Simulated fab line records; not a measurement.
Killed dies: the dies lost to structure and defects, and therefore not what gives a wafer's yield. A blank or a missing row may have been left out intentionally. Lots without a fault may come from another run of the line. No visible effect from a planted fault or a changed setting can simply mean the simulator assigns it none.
Matching of chambers | flow n5 finfet | N5_DUMMY_GATE_HM_OPEN_21 on rie diel-02: 4 sister chambers
The step chemistry CH3F/O2, target SiNx, target depth 120 nm, time 171.4 s. 18 wafers are shown with their chamber, then 9 later ones without.

== WAFERS, EACH WITH ITS CHAMBER ==
wafer  | chamber | showerhead plenum p Torr (Torr) | drypump motor current A (A) | throttle valve pct (%)
L076.2 | 2       | 2.01                            | 6.5                         | 16.58
L076.3 | 1       | 2.03                            | 5.7                         | 16.15
L076.4 | 3       | 1.92                            | 5.6                         | 16.52
L077.2 | 0       | 2.09                            | 5.1                         | 16.52
L077.3 | 2       | 2.01                            | 6.4                         | 16.59
L077.5 | 3       | 1.92                            | 5.6                         | 16.53
L078.1 | 3       | 1.92                            | 5.6                         | 16.52
L078.2 | 2       | 2.01                            | 6.4                         | 16.59
L078.3 | 1       | 2.03                            | 5.7                         | 16.17
L080.2 | 0       | 2.09                            | 5.1                         | 16.53
L080.3 | 3       | 1.92                            | 5.6                         | 16.54
L080.6 | 1       | 2.02                            | 5.8                         | 16.17
L081.2 | 3       | 1.92                            | 5.6                         | 16.54
L081.3 | 2       | 2.01                            | 6.5                         | 16.60
L081.4 | 1       | 2.02                            | 5.8                         | 16.17
L082.1 | 1       | 2.02                            | 5.8                         | 16.18
L082.4 | 2       | 2.01                            | 6.4                         | 16.61
L082.5 | 0       | 2.09                            | 5.1                         | 16.54

SIGNATURES (averages over the wafers above)
reading                  | chamber 0 | chamber 1 | chamber 2 | chamber 3 | scatter within a chamber
showerhead plenum p Torr | 2.0900    | 2.0240    | 2.0100    | 1.9200    | 0.00293
drypump motor current A  | 5.100     | 5.760     | 6.440     | 5.600     | 0.0414
throttle valve pct       | 16.5300   | 16.1680   | 16.5940   | 16.5300   | 0.0107
Rule: for each reading, subtract the chamber's mean from the wafer's reading, divide by that reading's scatter and square the result; add these up over the readings and take the root, which gives the wafer's distance from the chamber. If the next closest chamber is less than 2 further off than the closest, the wafer can't be placed; otherwise it belongs to the closest. How the scatter is found: for the shown wafers, subtract from each reading the mean of its chamber, square and add these, divide the total by (wafers less chambers), then take the root.

== WAFERS WITH NO CHAMBER GIVEN ==
wafer  | showerhead plenum p Torr (Torr) | drypump motor current A (A) | throttle valve pct (%)
L083.1 | 2.02                            | 5.7                         | 16.16
L083.5 | 1.92                            | 5.6                         | 16.54
L083.6 | 2.01                            | 6.5                         | 16.60
L090.1 | 2.00                            | 6.5                         | 16.64
L090.4 | 2.08                            | 5.1                         | 16.55
L090.5 | 2.02                            | 5.7                         | 16.21
L097.1 | 2.02                            | 5.8                         | 16.22
L097.2 | 2.00                            | 6.4                         | 16.65
L097.5 | 2.08                            | 5.1                         | 16.58

== CHAMBER TAKEN BY EACH ==
wafer  | from the rows above | in truth
L083.1 | 1                   | 1
L083.5 | 3                   | 3
L083.6 | 2                   | 2
L090.1 | 2                   | 2
L090.4 | 0                   | 0
L090.5 | 1                   | 1
L097.1 | 1                   | 1
L097.2 | 2                   | 2
L097.5 | 0                   | 0
Placed correctly: 9 of 9. From these rows, 0 cannot be placed. 0 placed wrongly.
